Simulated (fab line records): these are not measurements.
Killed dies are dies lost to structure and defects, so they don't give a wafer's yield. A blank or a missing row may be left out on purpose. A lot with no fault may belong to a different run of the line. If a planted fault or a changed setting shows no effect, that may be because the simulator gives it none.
Comparing a struck lot with a sound one	flow nand harc	39 out of 1302 route steps
Sound: these wafers, L749.2, L749.4, L749.6. The struck wafers were L768.3, L768.4, L768.5. At the end, the cause is stated.
Each step with rows lists, per side, the tool, then ch with its chambers, then its first start. Under that, the readings that differ: sound wafers	struck wafers	difference of the means	sigmas: that difference in standard deviations of wafers without a fault.
alike: a reading whose means differ by less than 2 such deviations, as well as words and numbers matching on both sides. not compared: withheld readings; readings where some wafer has no value; bounds like >300 that might hide an equal value; numbers whose values overlap and for which the record gives no deviation.
Wherever a step has rows on one side only, a row that says differs or no value, or a row with sigmas, the two part there. Numbers that have no deviation but don't overlap get no sigmas and don't part them. Lack of a reading on every wafer of one side parts them only where that side has two or more wafers.

first, 4 steps without rows for these wafers: NHARC_P_BONDPAD_EBR_05; NHARC_P_BONDPAD_EXPOSE_06 (exposes mask P BPAD); NHARC_P_BONDPAD_PEB_07 (peb time 80 s); NHARC_P_BONDPAD_DEVELOP_08 (time 50 s).
NHARC_P_BONDPAD_CD_MEAS_09 targets a cd of 500 nm.
  sound on cd sem-03 ch 0, day 8 00:43; struck on cd sem-03 ch 0, day 15 11:47
  alike: cd nm
NHARC_P_BONDPAD_OVL_MEAS_38:
  struck on overlay-02, day 15 11:53; sound on overlay-01, day 8 00:47
  alike: overlay x nm, overlay y nm
then, 2 steps without rows for these wafers: NHARC_P_BONDPAD_HARDBAKE_10 (time 65 s); NHARC_P_BONDPAD_DESCUM_11 (chemistry O2, time 3 s).
NHARC_P_BONDPAD_ETCH_37: etches the open film in N2/H2, target depth 60 nm, overetch 18 nm, time 65.91 s.
  sound on rie diel-02 ch 1,2, day 8 01:01; struck on rie diel-09 ch 0,1,2, day 15 12:05
  alike: drypump motor current A, oes product au, rf vpp V, showerhead plenum p Torr, throttle valve pct
  not compared: rf hours counter h
then, 1 step without rows for these wafers: NHARC_P_BONDPAD_ETCH_12 (etches the open film in CHF3/O2, target depth 200 nm, time 100 s).
NHARC_P_BONDPAD_CD_MEAS_13:
  struck on cd sem-03, day 15 12:19; sound on cd sem-03, day 8 01:14
  alike: cd nm
then, 1 step without rows for these wafers: NHARC_P_BONDPAD_STRIP_15 (strips in O2).
NHARC_P_BONDPAD_ETCH_24: etches the open film in CF4/N2, target depth 30 nm, time 72.99 s.
  sound on rie diel-09 ch 0,2,3, day 8 01:28; struck on rie diel-11 ch 1,2, day 15 12:35
  alike: drypump motor current A, oes product au, rf vpp V, showerhead plenum p Torr, throttle valve pct
  not compared: rf hours counter h
then, 2 steps without rows for these wafers: NHARC_P_BONDPAD_STRIP_16 (strips in post etch residue remover, time 600 s); NHARC_P_BONDPAD_DEGAS_25 (time 60 s).
NHARC_P_BONDPAD_PRE_CLEAN_26: time 30 s.
  sound on pvd sputter-03; struck on pvd sputter-02
  alike: heater power w
NHARC_P_BONDPAD_PVD_17: deposits TaN, target thk 5 nm, time 8.06 s.
  sound on pvd sputter-03; struck on pvd sputter-02
  alike: throttle valve pct
NHARC_P_BONDPAD_PVD_27: deposits Cu, target thk 30 nm, time 20.49 s.
  sound on pvd sputter-02, day 8 02:07; struck on pvd sputter-02
  alike: throttle valve pct
then, 1 step without rows for these wafers: NHARC_P_BONDPAD_ECD_18 (material Cu, target thk 400 nm).
NHARC_P_BONDPAD_ANNEAL_28: time 90 s.
  sound on rtp anneal-01 ch 0, day 8 02:41; struck on rtp anneal-01 ch 0, day 15 13:49
reading	sound	struck	difference	sigmas
wafer_temp_C_max	227.1 226.0 227.0	226.0 225.9 226.0	-0.7	-2
then, 1 step without rows for these wafers: NHARC_P_BONDPAD_CMP_19 (polishes, t overpolish 30 s, cu recess touch 16 s, target thk 160.81 nm).
NHARC_P_BONDPAD_THK_MEAS_20: measures by xrf.
  struck on film metro-01, day 15 14:23; sound on film metro-01, day 8 03:20
  alike: thk nm
then, 15 steps without rows for these wafers: NHARC_P_BONDPAD_SRD_21 (time 30 s, dry time 20 s); NHARC_P_BONDPAD_ACTIVATE_29 (chemistry N2, time 60 s); NHARC_P_BONDPAD_PRECLEAN_30 (cleans in DIW, time 300 s); NHARC_P_BONDPAD_SRD_31 (time 30 s, dry time 20 s); NHARC_A_ZERO_WELL_PRECLEAN_00 (cleans in SPM, time 600 s); NHARC_A_ZERO_WELL_SRD_01; NHARC_A_ZERO_WELL_DEHYDRATE_02 (time 120 s); NHARC_A_ZERO_WELL_HMDS_03 (time 30 s); NHARC_A_ZERO_WELL_COAT_18 (time 65 s); NHARC_A_ZERO_WELL_COAT_04 (resist thk 600 nm); NHARC_A_ZERO_WELL_SOFTBAKE_05 (time 70 s); NHARC_A_ZERO_WELL_EBR_06; NHARC_A_ZERO_WELL_EXPOSE_07 (exposes mask A ZERO); NHARC_A_ZERO_WELL_PEB_08 (peb time 80 s); NHARC_A_ZERO_WELL_DEVELOP_09 (time 50 s).
NHARC_A_ZERO_WELL_CD_MEAS_10 targets a cd of 2000 nm.
  sound on cd sem-03 ch 0, day 8 04:53; struck on cd sem-02 ch 0, day 15 15:57
  alike: cd nm
-- break in the record here, with 18 days between the starts of the struck wafers on either side (left off in module A_ZERO_WELL, picked up again in module END, where the first step shown is number 1302 on the route) --
NHARC_END_SORT_01:
  sound on prober-01 ch 0, day 26 15:24; struck on prober-02 ch 0, day 34 02:30
reading	sound	struck	difference	sigmas
defect limited yield (%)	91.1 89.5 91.1	81.5 79.5 84.2	-8.8	-3
killed at periphery	8 4 10	54 102 53	+62	+22
killed dies	60 71 60	125 139 107	+60	+3
  alike: killed at array, killed at other, killed open, killed short

WHERE THEY PART
First at NHARC_P_BONDPAD_ANNEAL_28; last, within this record, at NHARC_END_SORT_01.

WHY: what had been put in by the simulator
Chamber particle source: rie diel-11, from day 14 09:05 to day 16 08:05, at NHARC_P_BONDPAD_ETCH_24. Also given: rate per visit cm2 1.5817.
